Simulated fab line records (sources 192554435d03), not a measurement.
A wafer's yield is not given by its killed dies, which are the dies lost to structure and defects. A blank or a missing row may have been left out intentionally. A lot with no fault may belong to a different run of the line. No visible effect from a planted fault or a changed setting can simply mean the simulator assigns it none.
fab line records | flow n5_finfet
record: lots: 6 wafers: 18 last_day: 17
route steps=1938 shown BEOL_M8@1380 PASSIVATION@1936
lots with no fault: from the same line, run without faults
start_h: the number of hours between the record's first day and the start of the first shown wafer of the lot | wait_h: hours from the lot's prior step to this one | " same as the row above | L1.1+2: one row covering several wafers at once | - no value, or no start was given | * or withheld: withheld | < > ~ a bound
route shown NAME@n: names a module that has steps shown in the file, with the first one's number in the route | usual: mean/standard deviation taken from wafers without a fault | same: alike in all rows | chamber/n: place in a boat | sites: each site's reading | _std_site: standard deviation across them | _edge_site: the outer-site mean with the inner-site mean subtracted | radius_mm: how far each site lies from the wafer's centre | mask NAME#n: copy n | behind: the last tool/chamber to shape the wafer | hold: why the lot was held/for how many hours/how that ended | device: the transistor (n, p or np) that didn't switch | end of line: tests run on the same wafers once the route is complete | a step given without rows: its recipe and nothing more | killed: count of dies lost to structure and defects at first sort (not the wafer's yield) | map: dies across one wafer; x = killed, . = not, _ = none there
set.NAME: setting as actually run; set.NAME@STEP: the setting as run at that earlier step | model.NAME: the simulator's own value behind a step, which no gauge read
lots at selected steps of the route; one table per step, one row per wafer
services: the hour from which a tool's chamber was out of use, counted from the record's first day as start_h (under 0 if before that day), plus the number of hours and why
== steps ==
step: N5_BEOL_M8_OCD_MEAS_38
usual: trench_depth_nm: 93.3/1.3
columns lot.wafer tool chamber start_h wait_h trench_depth_nm
L238.1 ocd-01 - 238.17 - 93.4
L238.2 " - " " 94.6
L238.6 " - " " 93.7
L242.2 ocd-01 - 269.35 - 94.3
L242.3 " - " " 93.3
L242.4 " - " " 92.1
L243.1 ocd-01 - 276.37 - 93.6
L243.2 " - " " 95.7
L243.4 " - " " 93.9
L246.1 ocd-02 - 281.73 - 95.2
L246.4 " - " " 94.5
L246.6 " - " " 92.0
L249.1 ocd-01 - 314.50 - 94.6
L249.3 " - " " 93.5
L249.5 " - " " 93.4
L253.1 ocd-01 - 343.61 - 93.8
L253.5 " - " " 93.1
L253.6 " - " " 94.2
step: N5_BEOL_M8_HM_STRIP_39
recipe: chemistry: peroxide_tin_strip material: TiN target_depth_a: 250 temp_c: 50 time_s: 158
step: N5_BEOL_M8_SRD_40
recipe: time_s: 30 temp_c: 23 rinse_liquid: diw dry: ipa_marangoni
step: N5_BEOL_M8_PRECLEAN_42
recipe: chemistry: residue_remover time_s: 60 temp_c: 40
step: N5_BEOL_M8_SRD_43
recipe: time_s: 30 temp_c: 23 rinse_liquid: diw dry: ipa_marangoni
step: N5_BEOL_M8_CD_MEAS_35
recipe: target_cd_nm: 40 polarity: opening
usual: cd_nm: 39.8/0.46
columns lot.wafer tool chamber start_h wait_h cd_nm
L238.1 cd_sem-03 - 238.32 0.0 40.4
L238.2 " - " " 40.1
L238.6 " - " " 38.9
L242.2 cd_sem-01 - 269.50 0.0 40.2
L242.3 " - " " 39.9
L242.4 " - " " 39.6
L243.1 cd_sem-03 - 276.52 0.0 39.7
L243.2 " - " " 39.5
L243.4 " - " " 39.6
L246.1 cd_sem-03 - 281.88 0.0 40.3
L246.4 " - " " 39.4
L246.6 " - " " 40.7
L249.1 cd_sem-03 - 314.66 0.0 39.5
L249.3 " - " " 39.7
L249.5 " - " " 39.7
L253.1 cd_sem-03 - 343.76 0.0 40.0
L253.5 " - " " 40.4
L253.6 " - " " 40.5
step: N5_BEOL_M8_CURE_75
recipe: temp_c: 370 time_s: 120 ambient: DMADMS/He material: SiCOH_lowk
usual: lamp_power_pct: 52.31/0.054 wafer_temp_C_max: 371.4/0.38
columns lot.wafer tool chamber start_h wait_h lamp_power_pct wafer_temp_C_max
L238.1 uv_cure-03 2 238.38 0.1 52.32 371.5
L238.2 " 2 " " 52.36 371.7
L238.6 " 2 " " 52.33 371.7
L242.2 uv_cure-03 2 269.59 0.1 52.29 371.5
L242.3 " 2 " " 52.25 371.8
L242.4 " 2 " " 52.19 371.5
L243.1 uv_cure-02 2 276.73 0.2 52.34 371.4
L243.2 " 2 " " 52.34 371.1
L243.4 " 2 " " 52.31 371.0
L246.1 uv_cure-03 1 281.99 0.1 52.32 371.3
L246.4 " 1 " " 52.27 371.5
L246.6 " 1 " " 52.20 372.1
L249.1 uv_cure-03 0 314.70 0.0 52.37 371.5
L249.3 " 0 " " 52.30 371.4
L249.5 " 0 " " 52.25 371.2
L253.1 uv_cure-01 1 343.80 0.0 52.38 371.3
L253.5 " 1 " " 52.35 371.1
L253.6 " 1 " " 52.35 371.3
step: N5_BEOL_M8_DEGAS_44
recipe: ambient: vacuum temp_c: 250 time_s: 60
usual: heater_power_w: 341/34
columns lot.wafer tool chamber start_h wait_h heater_power_w
L238.1 pvd_sputter-03 - 239.04 0.6 348
L238.2 " - " " 349
L238.6 " - " " 348
L242.2 pvd_sputter-01 - 270.00 0.4 354
L242.3 " - " " 297
L242.4 " - " " 395
L243.1 pvd_sputter-02 - 277.19 0.4 373
L243.2 " - " " 321
L243.4 " - " " 325
L246.1 pvd_sputter-01 - 282.80 0.7 351
L246.4 " - " " 297
L246.6 " - " " 276
L249.1 pvd_sputter-01 - 315.34 0.6 342
L249.3 " - " " 291
L249.5 " - " " 286
L253.1 pvd_sputter-03 - 344.21 0.4 344
L253.5 " - " " 335
L253.6 " - " " 300
step: N5_BEOL_M8_PRE_CLEAN_45
recipe: gas: H2/He time_s: 30 temp_c: 250
usual: heater_power_w: 342/34
columns lot.wafer tool chamber start_h wait_h heater_power_w
L238.1 pvd_sputter-03 - 239.08 0.0 350
L238.2 " - " " 331
L238.6 " - " " 346
L242.2 pvd_sputter-01 - 270.04 0.0 346
L242.3 " - " " 289
L242.4 " - " " 387
L243.1 pvd_sputter-02 - 277.23 0.0 364
L243.2 " - " " 318
L243.4 " - " " 333
L246.1 pvd_sputter-01 - 282.84 0.0 350
L246.4 " - " " 293
L246.6 " - " " 289
L249.1 pvd_sputter-01 - 315.38 0.0 339
L249.3 " - " " 292
L249.5 " - " " 282
L253.1 pvd_sputter-03 - 344.25 0.0 343
L253.5 " - " " 342
L253.6 " - " " 299
step: N5_BEOL_M8_ALD_77
recipe: material: TaN target_thk_a: 20 temp_c: 275 ald_precursor_family: PDMAT ald_co_reactant: NH3 pressure_torr: 3 carrier_flow_sccm: 1500 pulse_time_s: 2 purge_time_s: 3 co_reactant_purge_time_s: 2 co_reactant_pulse_time_s: 3 ald_cycles: 40 precursor_vessel_temp_c: 75 precursor_vessel_pressure_torr: 26.25 precursor_vessel_carrier_sccm: 1000
usual: heater_power_w: 408/55
columns lot.wafer tool chamber start_h wait_h heater_power_w
L238.1 ald_metal-04 1 239.14 0.0 433
L238.2 " 0 " " 445
L238.6 " 3 " " 341
L242.2 ald_metal-02 3 270.10 0.0 374
L242.3 " 1 " " 391
L242.4 " 0 " " 377
L243.1 ald_metal-02 1 277.41 0.2 389
L243.2 " 0 " " 377
L243.4 " 3 " " 377
L246.1 ald_metal-04 0 282.90 0.0 432
L246.4 " 2 " " 458
L246.6 " 0 " " 435
L249.1 ald_metal-04 2 315.44 0.0 466
L249.3 " 1 " " 441
L249.5 " 1 " " 430
L253.1 ald_metal-01 1 344.33 0.1 414
L253.5 " 3 " " 534
L253.6 " 2 " " 437
step: N5_BEOL_M8_SURFACE_TREAT_79
recipe: gas: Ar time_s: * ion_energy_ev: * ion_current_ma_cm2: 0.5 pressure_mtorr: * ar_flow_sccm: 30
usual: pressure_mtorr: * throttle_valve_pct: *
columns lot.wafer tool chamber start_h wait_h pressure_mtorr throttle_valve_pct
L238.1 pvd_sputter-02 - 241.35 2.1 * *
L238.2 " - " " * *
L238.6 " - " " * *
L242.2 pvd_sputter-02 - 270.62 0.4 * *
L242.3 " - " " * *
L242.4 " - " " * *
L243.1 pvd_sputter-03 - 277.72 0.2 * *
L243.2 " - " " * *
L243.4 " - " " * *
L246.1 pvd_sputter-01 - 283.30 0.3 * *
L246.4 " - " " * *
L246.6 " - " " * *
L249.1 pvd_sputter-03 - 316.43 0.9 * *
L249.3 " - " " * *
L249.5 " - " " * *
L253.1 pvd_sputter-01 - 344.64 0.2 * *
L253.5 " - " " * *
L253.6 " - " " * *
step: N5_BEOL_M8_CVD_78
recipe: material: Co target_thk_a: 20 temp_c: withheld precursor: CCTBA/H2 pressure_torr: 30 time_s: 142.3
step: N5_BEOL_M8_SPUTTER_48
recipe: material: Cu target_thk_a: 100 temp_c: -20 bias_v: 60 power_w: 26000 chamber_pressure_pa: 0.13 time_s: 1.667
usual: chamber_pressure_pa: 0.13/0.00027 throttle_valve_pct: 29.4/1.2
columns lot.wafer tool chamber start_h wait_h chamber_pressure_pa throttle_valve_pct
L238.1 pvd_sputter-02 - 241.57 0.1 0.13027 29.6
L238.2 " - " " 0.13059 30.5
L238.6 " - " " 0.13018 30.3
L242.2 pvd_sputter-01 - 272.20 1.3 0.10705 34.3
L242.3 " - " " 0.10682 29.8
L242.4 " - " " 0.10679 33.6
L243.1 pvd_sputter-01 - 277.94 0.1 0.10739 29.9
L243.2 " - " " 0.10692 33.5
L243.4 " - " " 0.10763 31.8
L246.1 pvd_sputter-03 - 283.49 0.1 0.13011 29.9
L246.4 " - " " 0.13005 29.7
L246.6 " - " " 0.13047 30.5
L249.1 pvd_sputter-03 - 316.85 0.1 0.12973 29.0
L249.3 " - " " 0.13 30.6
L249.5 " - " " 0.1298 30.8
L253.1 pvd_sputter-01 - 344.87 0.1 0.12993 28.9
L253.5 " - " " 0.12998 26.9
L253.6 " - " " 0.13026 28.8
step: N5_BEOL_M8_ECD_50
recipe: material: Cu target_thk_a: 3000
step: N5_PASSIVATION_PROBE_49
usual: defect_limited_yield: 91.6/1.4 killed_at_M0_to_M3: 35/10 killed_at_M4_up: 13/5.3 killed_at_contacts: 12/5.9 killed_at_front_end: 36/9.9 killed_at_other: 3.2/3 killed_dies: 99/16 killed_on_rim: 13/3.9 killed_open: 66/12 killed_short: 32/7.7 sort_bin_5_function: 4.9/0.91 sort_bin_6_memory: 3.2/0.65 sort_n_pass: 1081/16 sort_yield_pct: 91.6/1.4
same: gross_dies: 1180 killed_at_back_side: 0 sort_bin_4_leakage[%]: 0 sort_bin_8_speed[%]: 0
columns lot.wafer tool chamber start_h wait_h defect_limited_yield[%] killed_at_M0_to_M3 killed_at_M4_up killed_at_contacts killed_at_front_end killed_at_other killed_dies killed_on_rim killed_open killed_short sort_bin_5_function[%] sort_bin_6_memory[%] sort_n_pass sort_yield_pct[%]
L238.1 prober-01 - 311.03 0.0 90.8 42 13 9 41 3 108 16 74 33 5.4 3.3 1072 90.8
L238.2 prober-01 - 311.08 0.1 90.3 42 18 16 34 5 115 15 76 37 6.4 3.1 1065 90.3
L238.6 prober-01 - 311.28 0.3 91.0 36 17 17 30 6 106 14 61 43 4.7 4.2 1074 91.0
L242.2 prober-01 - 340.38 0.6 92.9 13 4 8 48 11 84 12 65 19 4.4 2.6 1096 92.9
L242.3 prober-01 - 340.43 0.7 92.8 28 9 5 40 3 85 10 61 24 3.5 3.6 1095 92.8
L242.4 prober-01 - 340.48 0.7 92.2 38 9 2 40 3 92 9 60 32 4.1 3.5 1088 92.2
L243.1 prober-02 - 346.63 0.0 90.3 46 14 3 49 2 114 13 77 35 5.9 3.5 1066 90.3
L243.2 prober-02 - 346.68 0.1 90.4 55 21 2 33 2 113 11 66 47 5.9 3.5 1067 90.4
L243.4 prober-02 - 346.78 0.2 89.7 62 12 4 42 1 121 13 75 44 6.0 3.8 1059 89.7
L246.1 prober-01 - 350.25 0.0 92.9 22 14 10 36 2 84 13 57 24 4.5 2.5 1096 92.9
L246.4 prober-01 - 350.40 0.2 93.5 34 14 11 16 2 77 7 50 25 3.6 2.7 1103 93.5
L246.6 prober-01 - 350.50 0.3 91.3 28 18 16 38 3 103 10 72 31 5.1 3.5 1077 91.3
L249.1 prober-02 - 389.25 0.0 93.6 19 11 20 26 0 76 10 48 28 4.5 1.6 1104 93.6
L249.3 prober-02 - 389.35 0.1 93.3 17 11 7 43 1 79 12 53 19 3.7 2.5 1101 93.3
L249.5 prober-02 - 389.45 0.2 91.5 25 13 15 44 3 100 13 67 29 4.3 3.6 1080 91.5
L253.1 prober-01 - 404.77 0.5 91.8 40 10 12 29 6 97 12 66 31 5.1 2.8 1083 91.8
L253.5 prober-01 - 404.97 0.7 90.8 45 4 6 48 5 108 16 73 35 4.9 3.4 1072 90.8
L253.6 prober-01 - 405.02 0.7 90.8 44 10 5 46 4 109 13 68 35 5.6 2.9 1071 90.8
killed by level:class
L238.1 BEOL_M2:geometric_particle:open=17 FIN_SAQP:geometric_particle:short=12 BEOL_M4:geometric_particle:open=10 FIN_SAQP:geometric_particle:open=8 MOL_CONTACT_COAG:geometric_particle:open=8 STI_FIN_REVEAL:geometric_particle:open=5 BEOL_M0_SAQP:geometric_particle:open=5 BEOL_M0_SAQP:geometric_particle:short=5
L238.2 MOL_CONTACT_COAG:geometric_particle:open=12 BEOL_M0_SAQP:geometric_particle:open=11 STI_FIN_REVEAL:geometric_particle:open=10 BEOL_M0_SAQP:geometric_particle:short=9 BEOL_M3:geometric_particle:open=8 BEOL_M4:geometric_particle:open=7 BEOL_M2:geometric_particle:open=6 BEOL_M4:geometric_particle:short=5
L238.6 MOL_CONTACT_COAG:geometric_particle:open=14 BEOL_M0_SAQP:geometric_particle:short=8 BEOL_M0_SAQP:geometric_particle:open=8 BEOL_M1:geometric_particle:open=6 BEOL_M4:geometric_particle:open=6 FIN_SAQP:geometric_particle:open=5 FIN_SAQP:geometric_particle:short=5 BEOL_M2:geometric_particle:open=5
L242.2 STI_FIN_REVEAL:geometric_particle:open=12 FIN_SAQP:geometric_particle:open=10 MOL_CONTACT_COAG:geometric_particle:open=7 FIN_SAQP:geometric_particle:short=6 PASS1_CAP:geometric_particle:open=6 BEOL_M3:geometric_particle:open=5 DUMMY_GATE:geometric_particle:open=4 STI_FIN_REVEAL:geometric_particle:short=3
L242.3 BEOL_M0_SAQP:geometric_particle:open=18 STI_FIN_REVEAL:geometric_particle:open=10 FIN_SAQP:geometric_particle:open=8 STARTING-WAFER:geometric_particle:open=8 BEOL_M0_SAQP:geometric_particle:short=7 BEOL_M4:geometric_particle:open=6 FIN_SAQP:geometric_particle:short=5 MOL_CONTACT_COAG:geometric_particle:open=5
L242.4 STI_FIN_REVEAL:geometric_particle:open=14 BEOL_M0_SAQP:geometric_particle:open=12 BEOL_M0_SAQP:geometric_particle:short=12 FIN_SAQP:geometric_particle:short=8 FIN_SAQP:geometric_particle:open=7 BEOL_M2:geometric_particle:open=5 BEOL_M1:geometric_particle:open=3 GATE_CUT:geometric_particle:open=3
L243.1 STI_FIN_REVEAL:geometric_particle:open=14 BEOL_M4:geometric_particle:open=11 BEOL_M0_SAQP:geometric_particle:short=10 BEOL_M0_SAQP:geometric_particle:open=9 BEOL_M2:geometric_particle:open=9 BEOL_M3:geometric_particle:open=8 DUMMY_GATE:geometric_particle:open=6 BEOL_M1:geometric_particle:open=6
L243.2 BEOL_M0_SAQP:geometric_particle:short=22 BEOL_M0_SAQP:geometric_particle:open=13 BEOL_M3:geometric_particle:open=7 BEOL_M4:geometric_particle:open=7 FIN_SAQP:geometric_particle:open=6 BEOL_M5:geometric_particle:open=5 GATE_CUT:geometric_particle:short=5 BEOL_M4:geometric_particle:short=5
L243.4 BEOL_M0_SAQP:geometric_particle:short=18 FIN_SAQP:geometric_particle:open=10 STI_FIN_REVEAL:geometric_particle:open=10 BEOL_M0_SAQP:geometric_particle:open=9 FIN_SAQP:geometric_particle:short=8 BEOL_M3:geometric_particle:open=8 BEOL_M1:geometric_particle:open=7 BEOL_M2:geometric_particle:open=7
L246.1 DUMMY_GATE:geometric_particle:open=10 MOL_CONTACT_COAG:geometric_particle:open=10 FIN_SAQP:geometric_particle:open=5 BEOL_M0:geometric_particle:open=5 BEOL_M4:geometric_particle:open=5 FIN_SAQP:geometric_particle:short=4 GATE_CUT:geometric_particle:short=4 BEOL_M0_SAQP:geometric_particle:short=4
L246.4 BEOL_M0_SAQP:geometric_particle:open=9 MOL_CONTACT_COAG:geometric_particle:open=8 BEOL_M2:geometric_particle:open=7 BEOL_M0:geometric_particle:open=5 GATE_CUT:geometric_particle:short=4 BEOL_M0_SAQP:geometric_particle:short=4 BEOL_M3:geometric_particle:open=4 MOL_CONTACT_COAG:geometric_particle:short=3
L246.6 MOL_CONTACT_COAG:geometric_particle:open=15 GATE_CUT:geometric_particle:short=12 GATE_CUT:geometric_particle:open=9 BEOL_M3:geometric_particle:open=7 BEOL_M1:geometric_particle:open=6 BEOL_M4:geometric_particle:open=6 FIN_SAQP:geometric_particle:short=4 STI_FIN_REVEAL:geometric_particle:open=4
L249.1 MOL_CONTACT_COAG:geometric_particle:open=16 FIN_SAQP:geometric_particle:short=4 FIN_SAQP:geometric_particle:open=4 DUMMY_GATE:geometric_particle:open=4 GATE_CUT:geometric_particle:short=4 MOL_CONTACT_COAG:geometric_particle:short=4 BEOL_M1:geometric_particle:open=4 BEOL_M0_SAQP:geometric_particle:short=4
L249.3 STI_FIN_REVEAL:geometric_particle:open=11 BEOL_M4:geometric_particle:open=7 MOL_CONTACT_COAG:geometric_particle:open=6 FIN_SAQP:geometric_particle:short=5 BEOL_M0_SAQP:geometric_particle:open=5 HKMG_FIN:area_etch=5 DUMMY_GATE:geometric_particle:open=4 GATE_CUT:geometric_particle:open=4
L249.5 MOL_CONTACT_COAG:geometric_particle:open=13 FIN_SAQP:geometric_particle:short=11 STI_FIN_REVEAL:geometric_particle:open=11 BEOL_M0_SAQP:geometric_particle:open=6 BEOL_M2:geometric_particle:open=6 FIN_SAQP:geometric_particle:open=5 DUMMY_GATE:geometric_particle:open=4 BEOL_M3:geometric_particle:open=4
L253.1 BEOL_M0_SAQP:geometric_particle:short=12 MOL_CONTACT_COAG:geometric_particle:open=10 BEOL_M0_SAQP:geometric_particle:open=8 BEOL_M2:geometric_particle:open=8 FIN_SAQP:geometric_particle:open=5 STARTING-WAFER:geometric_particle:open=5 FIN_SAQP:geometric_particle:short=4 STI_FIN_REVEAL:geometric_particle:open=4
L253.5 FIN_SAQP:geometric_particle:open=12 BEOL_M1:geometric_particle:open=12 BEOL_M0_SAQP:geometric_particle:open=10 FIN_SAQP:geometric_particle:short=8 STI_FIN_REVEAL:geometric_particle:open=8 BEOL_M2:geometric_particle:open=8 BEOL_M0_SAQP:geometric_particle:short=6 MOL_CONTACT_COAG:geometric_particle:open=5
L253.6 BEOL_M0_SAQP:geometric_particle:open=16 FIN_SAQP:geometric_particle:short=10 BEOL_M0_SAQP:geometric_particle:short=10 STI_FIN_REVEAL:geometric_particle:open=9 FIN_SAQP:geometric_particle:open=8 BEOL_M1:geometric_particle:open=6 BEOL_M3:geometric_particle:open=6 HKMG_FIN:area_etch=5
== services ==
columns tool chamber start_h hours kind
ald_metal-04 0 223.71 4.5 repair
ald_metal-04 0 228.27 5.0 repair
uv_cure-01 - 234.39 7.2 repair
uv_cure-02 - 279.89 2.1 pm
uv_cure-03 - 282.59 7.5 pm
uv_cure-01 - 284.79 7.5 pm
uv_cure-01 - 295.19 9.9 repair
pvd_sputter-02 - 306.31 3.3 repair
ald_metal-01 2 313.80 4.0 repair
uv_cure-03 - 318.44 1.2 repair
ald_metal-04 - 323.55 6.0 pm
ald_metal-02 1 330.46 5.7 repair
ald_metal-02 - 334.73 0.6 repair
ald_metal-02 - 337.35 14.0 pm
ald_metal-02 0 337.35 14.0 vent_cycle
ald_metal-02 1 337.35 14.0 vent_cycle
ald_metal-02 2 337.35 14.0 vent_cycle
ald_metal-02 3 337.35 14.0 vent_cycle
uv_cure-02 - 342.75 22.2 pm
== key ==
first_sign: step: N5_BEOL_M8_SPUTTER_48 reading: chamber_pressure_pa direction: down sigmas: 85 usual: 0.13 struck: 0.1071
effect: step: N5_BEOL_M8_SPUTTER_48 reading: throttle_valve_pct direction: up sigmas: 2.3 usual: * struck: *
met_at N5_BEOL_M8_SPUTTER_48
struck_wafers L242.2,L242.3,L242.4,L243.1,L243.2,L243.4
fault: kind: process_parameter_drift tool: pvd_sputter-01 chamber: - onset_h: 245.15 steps: N5_BEOL_M8_SPUTTER_48 channel: chamber_pressure_pa offset: -0.022671 shape: step end_h: 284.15 acts_in: these_recipes_only stated: 0.13
